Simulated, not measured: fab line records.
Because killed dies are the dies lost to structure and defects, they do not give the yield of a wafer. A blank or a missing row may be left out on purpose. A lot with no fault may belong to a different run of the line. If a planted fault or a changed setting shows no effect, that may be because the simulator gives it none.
Chamber matching | flow n5-finfet | 3 sister chambers for N5_BEOL_M2_DEP_57 on pecvd-01
The step deposits SiCN from 3MS/NH3, target thk 8 nm, time 14 s. 3 wafers are shown with their chamber, then 7 later ones without.

== WAFERS, EACH WITH ITS CHAMBER ==
wafer  | chamber | showerhead-vpp-V (V)
L085.4 | 1       | 928
L086.2 | 2       | 857
L086.5 | 0       | 845

== WAFERS WITH NO CHAMBER GIVEN ==
wafer  | showerhead-vpp-V (V)
L086.6 | 919
L087.4 | 921
L087.5 | 860
L087.6 | 856
L097.3 | 847
L097.4 | 944
L097.5 | 855

== EACH ONE'S CHAMBER ==
wafer  | from the rows above     | in truth
L086.6 | 1                       | 1
L087.4 | 1                       | 1
L087.5 | can't be placed: 2 or 0 | 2
L087.6 | can't be placed: 2 or 0 | 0
L097.3 | can't be placed: 0 or 2 | 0
L097.4 | 1                       | 1
L097.5 | can't be placed: 2 or 0 | 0
Placed correctly: 3 of 7. Cannot be placed on the basis of these rows: 4; the candidates contain the true chamber in 4. Placed wrongly: 0.
How it was worked out, from the rows above alone: a wafer's distance from a chamber is the root of the sum, over the readings, of the square of ((its reading less the chamber's mean) divided by the reading's scatter). The wafer belongs to the nearest chamber; if the next one is less than 2 further off, it can't be placed. The mean given for a chamber averages the wafers shown for that chamber. The scatter: root of mean squared gap, hidden wafer to nearest shown wafer, with one shown wafer a chamber.
